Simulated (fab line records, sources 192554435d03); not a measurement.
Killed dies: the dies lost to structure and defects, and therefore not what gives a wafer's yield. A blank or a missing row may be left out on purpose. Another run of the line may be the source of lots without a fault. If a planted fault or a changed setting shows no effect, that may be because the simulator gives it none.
Matching of chambers / flow n5 finfet / N5_HKMG_FIN_ALD_79 on ald metal-02: 4 sister chambers
The step deposits TiN, target thk 1.5 nm, pulse time 1 s, purge time 3 s. 24 wafers are shown with their chamber, then 12 later ones without.

EACH WAFER AND ITS CHAMBER
wafer=L074.4; chamber=1; heater power w (W)=1072; precursor pulse height rel=0.980; susceptor temp C (C)=400.44
wafer=L074.5; chamber=2; heater power w (W)=842; precursor pulse height rel=1.031; susceptor temp C (C)=400.29
wafer=L074.6; chamber=1; heater power w (W)=1072; precursor pulse height rel=0.958; susceptor temp C (C)=400.21
wafer=L075.1; chamber=0; heater power w (W)=1031; precursor pulse height rel=0.991; susceptor temp C (C)=400.33
wafer=L075.2; chamber=3; heater power w (W)=913; precursor pulse height rel=0.951; susceptor temp C (C)=400.16
wafer=L075.4; chamber=1; heater power w (W)=1039; precursor pulse height rel=0.986; susceptor temp C (C)=399.92
wafer=L077.1; chamber=0; heater power w (W)=1027; precursor pulse height rel=0.992; susceptor temp C (C)=400.12
wafer=L077.2; chamber=3; heater power w (W)=945; precursor pulse height rel=0.986; susceptor temp C (C)=400.16
wafer=L077.3; chamber=2; heater power w (W)=840; precursor pulse height rel=1.033; susceptor temp C (C)=399.92
wafer=L082.2; chamber=2; heater power w (W)=878; precursor pulse height rel=0.978; susceptor temp C (C)=400.36
wafer=L082.3; chamber=3; heater power w (W)=920; precursor pulse height rel=1.006; susceptor temp C (C)=399.78
wafer=L082.4; chamber=1; heater power w (W)=1079; precursor pulse height rel=1.035; susceptor temp C (C)=399.93
wafer=L084.3; chamber=1; heater power w (W)=1080; precursor pulse height rel=0.999; susceptor temp C (C)=399.88
wafer=L084.5; chamber=2; heater power w (W)=831; precursor pulse height rel=0.976; susceptor temp C (C)=400.32
wafer=L084.6; chamber=1; heater power w (W)=1030; precursor pulse height rel=1.032; susceptor temp C (C)=399.90
wafer=L088.2; chamber=3; heater power w (W)=935; precursor pulse height rel=0.981; susceptor temp C (C)=399.98
wafer=L088.4; chamber=1; heater power w (W)=1086; precursor pulse height rel=1.038; susceptor temp C (C)=399.83
wafer=L088.6; chamber=2; heater power w (W)=861; precursor pulse height rel=0.992; susceptor temp C (C)=399.72
wafer=L089.1; chamber=0; heater power w (W)=1038; precursor pulse height rel=1.001; susceptor temp C (C)=400.19
wafer=L089.4; chamber=1; heater power w (W)=1045; precursor pulse height rel=0.984; susceptor temp C (C)=400.30
wafer=L089.6; chamber=1; heater power w (W)=1051; precursor pulse height rel=0.964; susceptor temp C (C)=400.04
wafer=L090.2; chamber=1; heater power w (W)=1065; precursor pulse height rel=1.007; susceptor temp C (C)=400.18
wafer=L090.3; chamber=3; heater power w (W)=938; precursor pulse height rel=0.984; susceptor temp C (C)=399.96
wafer=L090.4; chamber=0; heater power w (W)=1051; precursor pulse height rel=1.029; susceptor temp C (C)=399.85

SIGNATURES (averages over the wafers above)
reading=heater power w; chamber 0=1036.75; chamber 1=1061.90; chamber 2=850.40; chamber 3=930.20; scatter within a chamber=17.1
reading=precursor pulse height rel; chamber 0=1.00325; chamber 1=0.99830; chamber 2=1.00200; chamber 3=0.98160; scatter within a chamber=0.0258
reading=susceptor temp C; chamber 0=400.1225; chamber 1=400.0630; chamber 2=400.1220; chamber 3=400.0080; scatter within a chamber=0.216
Rule: for a wafer and a chamber, the distance is found by dividing, reading by reading, the gap between the wafer's reading and the chamber's mean by the reading's scatter, squaring, summing and taking the root. The wafer belongs to the nearest chamber; if the next one is less than 2 further off, it can't be placed. The scatter is the square root of a quotient: the sum, over the shown wafers, of each reading's squared deviation from its chamber's mean, divided by wafers minus chambers.

WAFERS WITH NO CHAMBER GIVEN
wafer=L091.4; heater power w (W)=1059; precursor pulse height rel=1.020; susceptor temp C (C)=400.06
wafer=L091.5; heater power w (W)=836; precursor pulse height rel=0.985; susceptor temp C (C)=400.30
wafer=L091.6; heater power w (W)=944; precursor pulse height rel=1.009; susceptor temp C (C)=399.51
wafer=L092.1; heater power w (W)=835; precursor pulse height rel=0.993; susceptor temp C (C)=399.78
wafer=L092.2; heater power w (W)=1042; precursor pulse height rel=1.029; susceptor temp C (C)=400.00
wafer=L092.5; heater power w (W)=1068; precursor pulse height rel=1.024; susceptor temp C (C)=399.98
wafer=L096.3; heater power w (W)=929; precursor pulse height rel=0.962; susceptor temp C (C)=399.67
wafer=L096.4; heater power w (W)=1049; precursor pulse height rel=1.011; susceptor temp C (C)=400.02
wafer=L096.6; heater power w (W)=915; precursor pulse height rel=1.019; susceptor temp C (C)=399.55
wafer=L097.3; heater power w (W)=1044; precursor pulse height rel=0.959; susceptor temp C (C)=399.71
wafer=L097.4; heater power w (W)=853; precursor pulse height rel=1.006; susceptor temp C (C)=400.61
wafer=L097.5; heater power w (W)=870; precursor pulse height rel=0.956; susceptor temp C (C)=400.22

WHICH CHAMBER EACH WENT THROUGH
wafer=L091.4; from the rows above=can't be placed: 1 or 0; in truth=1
wafer=L091.5; from the rows above=2; in truth=2
wafer=L091.6; from the rows above=3; in truth=3
wafer=L092.1; from the rows above=2; in truth=2
wafer=L092.2; from the rows above=can't be placed: 0 or 1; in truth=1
wafer=L092.5; from the rows above=can't be placed: 1 or 0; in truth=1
wafer=L096.3; from the rows above=3; in truth=3
wafer=L096.4; from the rows above=can't be placed: 0 or 1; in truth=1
wafer=L096.6; from the rows above=can't be placed: 3 or 2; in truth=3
wafer=L097.3; from the rows above=can't be placed: 1 or 0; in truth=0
wafer=L097.4; from the rows above=2; in truth=2
wafer=L097.5; from the rows above=can't be placed: 2 or 3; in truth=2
Correctly placed: 5 of 12. Can't be placed from these rows: 7 (the true chamber is among the candidates in 7). 0 placed wrongly.
